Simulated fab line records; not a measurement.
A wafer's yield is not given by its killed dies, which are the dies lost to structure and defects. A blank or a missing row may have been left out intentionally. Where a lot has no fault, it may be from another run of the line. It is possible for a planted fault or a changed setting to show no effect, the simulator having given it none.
Chamber matching ; flow n5-finfet ; 3 sister chambers for N5_BEOL_M2_PRE_CLEAN_60 on cvd-co-01
The step time 15 s. 3 wafers are shown with their chamber, then 12 later ones without.

== WAFERS WITH THEIR CHAMBER ==
wafer;chamber;heater-power-outer-w (W)
L084.1;1;46
L086.2;0;50
L086.4;2;4

== WAFERS WHOSE CHAMBER IS MISSING ==
wafer;heater-power-outer-w (W)
L089.1;4
L089.5;50
L089.6;46
L092.1;4
L092.2;46
L092.3;51
L093.1;4
L093.3;45
L093.4;46
L097.2;5
L097.3;46
L097.5;46

== WHICH CHAMBER EACH WENT THROUGH ==
wafer;from the rows above;in truth
L089.1;2;2
L089.5;0;0
L089.6;1;1
L092.1;2;2
L092.2;1;1
L092.3;0;0
L093.1;2;2
L093.3;1;1
L093.4;1;1
L097.2;2;2
L097.3;1;1
L097.5;1;1
Placed correctly: 12 of 12. Can't be placed from these rows: 0. Placed wrongly: 0.
How it was worked out, from the rows above alone: a wafer's distance from a chamber is the root of the sum, over the readings, of the square of ((its reading less the chamber's mean) divided by the reading's scatter). If the next closest chamber is less than 2 further off than the closest, the wafer can't be placed; otherwise it belongs to the closest. Each chamber's mean is taken over the wafers shown for it. The scatter: root of mean squared gap, hidden wafer to nearest shown wafer, with one shown wafer a chamber.
